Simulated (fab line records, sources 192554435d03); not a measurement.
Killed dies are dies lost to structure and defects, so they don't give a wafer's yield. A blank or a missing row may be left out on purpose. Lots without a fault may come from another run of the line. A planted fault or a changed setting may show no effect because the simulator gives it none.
Chamber matching | flow n5_finfet | N5_BEOL_M9_ETCH_62 on rie_diel-02: 4 sister chambers
The step etches SOC in N2/H2, target depth 110 nm, overetch 22 nm, time 165 s. 4 wafers are shown with their chamber, then 9 later ones without.

WAFERS WITH THEIR CHAMBER
wafer  | chamber | drypump_motor_current_A (A)
L084.2 | 3       | 5.9
L084.5 | 0       | 5.8
L086.4 | 1       | 6.0
L086.6 | 2       | 6.3

WAFERS WITHOUT THEIR CHAMBER
wafer  | drypump_motor_current_A (A)
L092.1 | 6.0
L092.2 | 5.8
L092.5 | 6.0
L095.1 | 6.0
L095.2 | 6.2
L095.3 | 5.8
L095.4 | 6.3
L095.5 | 5.8
L095.6 | 6.0

WHICH CHAMBER EACH WENT THROUGH
wafer  | from the rows above | in truth
L092.1 | 1                   | 1
L092.2 | 0                   | 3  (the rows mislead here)
L092.5 | 1                   | 1
L095.1 | 1                   | 1
L095.2 | 2                   | 2
L095.3 | 0                   | 0
L095.4 | 2                   | 2
L095.5 | 0                   | 0
L095.6 | 1                   | 1
Placed correctly: 8 of 9. Can't be placed from these rows: 0. Placed wrongly: 1.
How it was worked out, from the rows above alone: a wafer's distance from a chamber is the root of the sum, over the readings, of the square of ((its reading less the chamber's mean) divided by the reading's scatter). The wafer belongs to the nearest chamber; if the next one is less than 2 further off, it can't be placed. A chamber's mean is the mean of its shown wafers. The scatter: with one shown wafer a chamber, the root of the mean of the squares of how far each hidden wafer lies from its nearest shown one.
